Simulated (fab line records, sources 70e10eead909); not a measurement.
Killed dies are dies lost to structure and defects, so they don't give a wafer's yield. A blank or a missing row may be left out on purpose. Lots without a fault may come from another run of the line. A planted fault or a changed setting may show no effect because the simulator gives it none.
fab line records | flow nand_harc
record lots=13 wafers=35 last_day=33
route steps=1302 shown A_CONTACT@1085
lots that met no fault: from a run of the same line without faults
start_h: hours from the record's first day to the start of the lot's first wafer shown | wait_h: hours since the lot's step before | " the same as in the row above | L1.1+2: a row that stands for several wafers | - no value, or no start given | * or withheld: withheld | < > ~ a bound
route shown NAME@n: a module of which the file shows steps, and the number in the route of the first | usual: mean/standard deviation of fault-free wafers | same: alike in all rows | chamber/n: place in a boat | sites: the reading at each site | _std_site: their standard deviation | _edge_site: outer sites' mean less inner sites' | radius_mm: how far each site lies from the wafer's centre | mask NAME#n: copy n | behind: the tool/chamber that last shaped the wafer | hold: why the lot was held/for how many hours/how that ended | device: the transistor (n, p or np) that didn't switch | end of line: the same wafers' tests at the end of the route | a step without rows: its recipe alone | killed: dies lost to structure and defects at the first sort, not the wafer's yield | map: a wafer's dies, x killed, . not, _ none there
set.NAME: the setting as run; set.NAME@STEP: as run at that earlier step | model.NAME: the simulator's own value behind a step, which no gauge read
steps of the route over a sample of lots; a table a step, a row a wafer
services: from which hour (start_h, from the record's first day; less than 0 if before it) a tool's chamber was out of use, for how many hours, and why
## steps
# step NHARC_A_CONTACT_ETCH_31
# recipe target_depth_a=28000 over_etch_frac=0.3 time_s=728 ion_energy_ev=150 o2_flow_sccm=400 cos_flow_sccm=20 ar_flow_sccm=0 rf_w=500 bias_w=300 chemistry=O2/COS
# usual drypump_motor_current_A=5.8/0.51 oes_product_au=1.001/0.0098 rf_vpp_V=314.0/1.8 showerhead_plenum_p_Torr=3.11/0.12 throttle_valve_pct=28.331/0.0087
# columns lot.wafer tool chamber start_h wait_h drypump_motor_current_A oes_product_au rf_hours_counter_h rf_vpp_V showerhead_plenum_p_Torr throttle_valve_pct
L658.3 rie_diel-13 1 - - 5.0 0.994 52 314.6 3.14 28.326
L658.1 " 2 " " 6.3 1.005 50 313.6 3.15 28.328
L658.5 " 3 " " 5.3 1.012 - 315.9 3.21 28.336
L656.2 rie_diel-08 0 - - 5.7 1.020 27 311.0 3.00 28.325
L656.4 " 1 " " 6.2 1.005 27 311.4 3.00 28.320
L656.3 " 2 " " 6.2 0.997 29 316.1 3.25 28.339
L657.4 rie_diel-09 1 - - 6.5 1.009 6 315.1 3.29 28.345
L657.1 " 2 " " 6.5 1.010 7 313.0 3.01 28.345
L657.2 " 3 " " 5.0 1.008 7 312.4 3.01 28.329
L661.4 rie_diel-08 3 - - 5.2 0.993 0 315.7 3.26 28.331
L661.3 " 0 " " 5.8 1.010 0 313.4 3.00 28.346
L661.6 " 2 " " 6.2 1.018 - 316.1 3.25 28.342
L660.1 rie_diel-08 0 - - 5.8 1.002 1 312.5 3.00 28.325
L660.3 " 1 " " 6.2 0.997 1 313.8 3.00 28.326
L660.6 " 0 " " 5.8 1.012 - 313.2 3.00 28.330
L662.2 rie_diel-09 0 - - 5.2 1.005 30 312.9 3.03 28.342
L662.4 " 1 " " 6.5 1.024 30 316.9 3.27 28.336
L662.5 " 2 " " 6.5 1.025 - 312.3 3.00 28.328
L665.2 rie_diel-08 3 - - 5.2 1.005 9 316.7 3.26 28.330
L665.4 " 0 " " 5.7 1.007 10 311.3 2.99 28.347
L665.5 " 3 " " 5.2 1.008 - 315.3 3.26 28.325
L664.2 rie_diel-09 1 - - 6.5 1.025 40 316.5 3.27 28.312
L664.1 " 3 " " 5.0 0.994 41 311.8 2.99 28.336
L664.5 " 1 " " 6.5 1.020 - 316.7 3.27 28.333
L666.4 rie_diel-08 2 - - 6.2 0.997 8 316.4 3.24 28.334
L666.1 " 0 " " 5.7 1.012 10 312.6 3.00 28.308
L666.3 " 1 " " 6.2 1.002 10 312.3 2.99 28.335
L667.4 rie_diel-08 3 - - 5.3 0.992 12 316.6 3.26 28.320
L667.6 " 1 " " 6.2 1.001 - 312.0 2.99 28.333
L667.5 " 2 " " 6.2 0.998 - 315.8 3.24 28.331
L673.3 rie_diel-09 2 - - 6.5 0.996 0 312.7 2.99 28.335
L674.2 rie_diel-09 0 - - 5.2 0.983 1 312.0 3.02 28.335
L679.2 rie_diel-13 2 - - 6.3 0.996 6 313.8 3.12 28.324
L679.4 " 3 " " 5.3 0.997 6 315.0 3.18 28.339
L679.3 " 0 " " 5.6 0.995 6 313.9 3.05 28.327
# step NHARC_A_CONTACT_ETCH_98
# recipe target_depth_a=200 over_etch_frac=0.5 time_s=10 ion_energy_ev=250 c4f6_flow_sccm=25 o2_flow_sccm=20 ar_flow_sccm=500 rf_w=600 bias_w=500 chemistry=C4F6/O2
# usual drypump_motor_current_A=5.8/0.5 oes_product_au=0.955/0.017 rf_vpp_V=546/3.1 showerhead_plenum_p_Torr=3.91/0.15 throttle_valve_pct=26.904/0.0094
# columns lot.wafer tool chamber start_h wait_h drypump_motor_current_A oes_product_au rf_hours_counter_h rf_vpp_V showerhead_plenum_p_Torr throttle_valve_pct
L658.1 rie_diel-08 3 - - 5.3 0.948 26 549 4.09 26.898
L658.3 " 0 " " 5.8 0.944 27 543 3.78 26.885
L658.5 " 3 " " 5.3 0.938 - 549 4.09 26.912
L656.4 rie_diel-08 1 - - 6.2 0.955 27 542 3.77 26.912
L656.3 " 3 " " 5.2 0.953 26 549 4.09 26.886
L656.2 " 0 " " 5.8 0.963 28 545 3.78 26.902
L657.1 rie_diel-08 0 - - 5.8 0.954 28 544 3.78 26.913
L657.4 " 1 " " 6.2 0.942 27 545 3.77 26.930
L657.2 " 2 " " 6.2 0.927 30 549 4.07 26.912
L661.4 rie_diel-13 0 - - 5.6 0.922 8 545 3.87 26.907
L661.3 " 1 " " 5.0 0.935 8 547 3.95 26.901
L661.6 " 3 " " 5.3 0.940 - 550 4.02 26.901
L660.3 rie_diel-08 0 - - 5.8 0.959 1 545 3.77 26.902
L660.1 " 1 " " 6.2 0.944 2 543 3.77 26.893
L660.6 " 3 " " 5.3 0.951 - 550 4.09 26.895
L662.2 rie_diel-09 1 577.70 0.1 6.4 0.972 31 552 4.11 26.915
L662.4 " 1 " " 6.5 0.973 - 550 4.11 26.906
L662.5 " 3 " " 5.0 0.960 - 544 3.77 26.882
L665.2 rie_diel-08 1 - - 6.2 0.947 10 544 3.77 26.912
L665.4 " 3 " " 5.3 0.960 10 550 4.09 26.907
L665.5 " 1 " " 6.2 0.951 - 543 3.77 26.905
L664.1 rie_diel-09 2 - - 6.5 0.946 39 543 3.77 26.904
L664.2 " 0 " " 5.2 0.961 40 545 3.81 26.901
L664.5 " 2 " " 6.5 0.950 - 543 3.77 26.910
L666.4 rie_diel-08 0 - - 5.8 0.964 10 543 3.77 26.902
L666.1 " 1 " " 6.2 0.944 10 544 3.77 26.905
L666.3 " 2 " " 6.2 0.939 9 549 4.07 26.891
L667.4 rie_diel-08 1 - - 6.2 0.948 12 544 3.77 26.902
L667.5 " 1 " " 6.2 0.943 - 544 3.77 26.889
L667.6 " 2 " " 6.2 0.951 - 550 4.07 26.902
L673.3 rie_diel-09 3 - - 5.0 0.946 1 543 3.75 26.913
L674.2 rie_diel-08 3 - - 5.3 1.009 24 550 4.08 26.908
L679.4 rie_diel-09 1 - - 6.5 0.962 16 549 4.08 26.903
L679.2 " 3 " " 5.0 0.942 16 544 3.74 26.913
L679.3 " 0 " " 5.2 0.963 15 545 3.79 26.887
# step NHARC_A_CONTACT_CD_MEAS_15
# usual cd_nm=189.9/0.77
# columns lot.wafer tool chamber start_h wait_h cd_nm
L658.1 cd_sem-02 - 522.08 - 189.9
L658.3 " - " " 190.0
L658.5 " - " " 190.8
L656.2 cd_sem-02 - 523.25 - 190.0
L656.3 " - " " 189.8
L656.4 " - " " 189.1
L657.1 cd_sem-01 - 525.24 - 190.1
L657.2 " - " " 191.7
L657.4 " - " " 190.5
L661.3 cd_sem-03 - 559.66 - 191.5
L661.4 " - " " 191.1
L661.6 " - " " 190.8
L660.1 cd_sem-03 - 561.67 - 189.6
L660.3 " - " " 189.4
L660.6 " - " " 189.8
L662.2 cd_sem-02 - 577.79 - 190.2
L662.4 " - " " 190.6
L662.5 " - " " 190.1
L665.2 cd_sem-01 - 608.48 - 188.3
L665.4 " - " " 188.7
L665.5 " - " " 188.1
L664.1 cd_sem-03 - 608.93 - 189.7
L664.2 " - " " 189.8
L664.5 " - " " 190.2
L666.1 cd_sem-01 - 609.41 - 188.7
L666.3 " - " " 189.0
L666.4 " - " " 189.2
L667.4 cd_sem-03 - 622.22 - 190.1
L667.5 " - " " 190.4
L667.6 " - " " 189.6
L673.3 cd_sem-03 - 688.21 - 190.2
L674.2 cd_sem-02 - 691.51 - 189.7
L679.2 cd_sem-03 - 733.22 - 191.4
L679.3 " - " " 190.4
L679.4 " - " " 189.8
# step NHARC_A_CONTACT_ETCH_110
# recipe target_depth_a=600 overetch_a=60 time_s=33 ion_energy_ev=100 cf4_flow_sccm=80 o2_flow_sccm=20 ar_flow_sccm=0 rf_w=300 bias_w=100 chemistry=CF4/O2
# usual drypump_motor_current_A=5.8/0.55 oes_f_703_au=1.001/0.0046 oes_product_au=1.004/0.012 rf_vpp_V=197.8/1.4 showerhead_plenum_p_Torr=1.33/0.051 throttle_valve_pct=13.396/0.0094
# columns lot.wafer tool chamber start_h wait_h drypump_motor_current_A oes_f_703_au oes_product_au rf_hours_counter_h rf_vpp_V showerhead_plenum_p_Torr throttle_valve_pct
L658.1 rie_diel-08 1 522.38 0.1 6.2 1.002 1.003 27 196.9 1.28 13.388
L658.3 " 3 " " 5.2 1.000 1.006 26 198.9 1.40 13.414
L658.5 " 0 " " 5.8 0.996 1.004 - 197.7 1.28 13.391
L656.2 rie_diel-09 1 523.54 0.0 6.4 1.004 1.018 6 198.4 1.41 13.391
L656.4 " 2 " " 6.5 0.999 1.015 7 197.0 1.29 13.388
L656.3 " 0 " " 5.1 0.996 1.027 7 197.2 1.30 13.396
L657.4 rie_diel-08 3 525.60 0.1 5.3 1.001 1.003 26 199.1 1.40 13.404
L657.2 " 0 " " 5.7 0.993 1.012 28 197.6 1.28 13.394
L657.1 " 1 " " 6.1 0.997 1.003 27 196.8 1.28 13.391
L661.3 rie_diel-09 1 559.95 0.1 6.5 1.008 1.029 25 198.9 1.40 13.376
L661.4 " 3 " " 5.1 1.002 1.007 22 196.5 1.28 13.385
L661.6 " 2 " " 6.5 0.999 1.015 - 195.6 1.28 13.401
L660.1 rie_diel-13 3 561.97 0.1 5.3 1.009 1.013 9 200.2 1.37 13.398
L660.3 " 0 " " 5.6 1.006 0.982 8 196.0 1.32 13.399
L660.6 " 3 " " 5.3 1.002 1.012 - 198.7 1.37 13.406
L662.2 rie_diel-09 0 578.12 0.1 5.2 1.007 1.006 31 198.2 1.30 13.390
L662.4 " 1 " " 6.4 1.008 1.021 - 199.3 1.40 13.394
L662.5 " 3 " " 5.0 1.003 1.004 - 196.9 1.28 13.399
L665.4 rie_diel-13 2 608.78 0.1 6.3 1.002 1.005 24 195.4 1.34 13.385
L665.2 " 3 " " 5.3 1.012 1.007 25 198.0 1.37 13.392
L665.5 " 1 " " 5.0 0.994 0.989 - 197.8 1.34 13.392
L664.2 rie_diel-09 3 609.23 0.1 5.0 1.000 1.001 42 195.6 1.28 13.388
L664.1 " 0 " " 5.1 1.003 1.006 40 197.3 1.29 13.391
L664.5 " 1 " " 6.4 1.000 1.015 - 199.5 1.40 13.408
L666.4 rie_diel-08 0 609.70 0.1 5.7 0.993 1.008 10 196.3 1.28 13.395
L666.3 " 1 " " 6.2 0.997 1.004 10 196.0 1.28 13.394
L666.1 " 3 " " 5.2 1.004 0.998 10 199.7 1.39 13.400
L667.4 rie_diel-09 2 622.51 0.1 6.5 1.000 0.996 43 195.6 1.28 13.411
L667.6 " 0 " " 5.2 1.003 1.001 - 196.7 1.29 13.391
L667.5 " 1 " " 6.5 1.001 1.032 - 199.0 1.40 13.407
L673.3 rie_diel-08 2 688.51 0.1 6.2 1.006 0.948 19 199.8 1.39 13.374
L674.2 rie_diel-08 2 691.80 0.1 6.2 1.003 1.000 20 200.2 1.39 13.407
L679.4 rie_diel-09 0 733.51 0.1 5.2 1.001 1.010 15 196.4 1.29 13.400
L679.2 " 1 " " 6.5 1.000 1.017 16 200.7 1.39 13.406
L679.3 " 2 " " 6.5 0.994 1.012 18 197.4 1.27 13.413
## services
# columns tool chamber start_h hours kind
rie_diel-09 - 497.16 9.0 pm
rie_diel-08 0 499.32 - clean
rie_diel-08 1 499.32 - clean
rie_diel-08 2 499.32 - clean
rie_diel-08 3 499.32 - clean
rie_diel-13 - 520.04 9.0 pm
rie_diel-08 0 523.82 - clean
rie_diel-08 1 523.82 - clean
rie_diel-08 2 523.82 - clean
rie_diel-08 3 523.82 - clean
rie_diel-08 - 544.80 9.0 pm
rie_diel-08 0 544.80 9.0 vent_cycle
rie_diel-08 1 544.80 9.0 vent_cycle
rie_diel-08 2 544.80 9.0 vent_cycle
rie_diel-08 3 544.80 9.0 vent_cycle
rie_diel-09 2 577.28 8.8 repair
rie_diel-08 2 599.04 6.1 repair
rie_diel-08 1 631.41 7.6 repair
rie_diel-09 - 671.61 1.7 repair
rie_diel-09 - 674.19 9.0 pm
rie_diel-13 3 677.78 3.1 repair
rie_diel-13 - 697.04 9.0 pm
rie_diel-08 3 700.23 8.9 repair
rie_diel-08 - 721.80 9.0 pm
## key
first_sign step=NHARC_A_CONTACT_ETCH_110 reading=oes_product_au direction=down sigmas=4.7 usual=1.004 struck=0.948
effect none on later readings
met_at NHARC_A_CONTACT_ETCH_110
struck_lots L673
struck_wafers L673.3
sort_left_out L673.3
tester_left_out L673
not_acting_at NHARC_A_CONTACT_ETCH_31,NHARC_A_CONTACT_ETCH_98,NHARC_A_CONTACT_CD_MEAS_15
onset_between 609.70 688.51
fault kind=process_parameter_drift tool=rie_diel-08 chamber=- onset_h=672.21 steps=NHARC_A_CONTACT_ETCH_110 channel=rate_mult offset=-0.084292 shape=step end_h=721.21 scope=struck_wafers_only
# tester_left_out: of these lots the tester's yield and bins aren't shown, on N5 and GAA mostly nor the transistor test; their killed dies are dies lost to structure and defects alone, not to doping, threshold or leakage, so they don't give the yield
# sort_left_out: the simulated sort isn't trusted on such a fault, so these wafers' sort isn't shown, and their yield isn't known
